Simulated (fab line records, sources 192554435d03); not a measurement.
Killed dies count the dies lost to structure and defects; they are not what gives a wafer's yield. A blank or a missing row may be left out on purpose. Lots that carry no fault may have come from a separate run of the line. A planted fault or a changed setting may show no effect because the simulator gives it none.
Chamber matching	flow n5-finfet	rie-diel-04 running N5_HKMG_FIN_STRIP_57: 4 sister chambers
The step strips in CF4. 4 wafers are shown with their chamber, then 8 later ones without.

## WAFERS, EACH WITH ITS CHAMBER
wafer	chamber	showerhead-plenum-p-Torr (Torr)
L082.2	1	1.84
L087.1	2	1.77
L087.6	3	1.73
L092.2	0	1.86

## WAFERS WHOSE CHAMBER IS MISSING
wafer	showerhead-plenum-p-Torr (Torr)
L092.5	1.84
L092.6	1.86
L096.1	1.76
L096.3	1.83
L096.4	1.73
L097.2	1.76
L097.5	1.86
L097.6	1.73

## EACH ONE'S CHAMBER
wafer	from the rows above	in truth
L092.5	1	1
L092.6	0	0
L096.1	2	2
L096.3	1	1
L096.4	3	3
L097.2	2	2
L097.5	0	0
L097.6	3	3
Placed correctly: 8 of 8. Left unplaced by these rows: 0. 0 placed wrongly.
How it was worked out, from the rows above alone: a wafer's distance from a chamber is the root of the sum, over the readings, of the square of ((its reading less the chamber's mean) divided by the reading's scatter). The wafer belongs to the nearest chamber; if the next one is less than 2 further off, it can't be placed. The mean given for a chamber averages the wafers shown for that chamber. The scatter: root of mean squared gap, hidden wafer to nearest shown wafer, with one shown wafer a chamber.
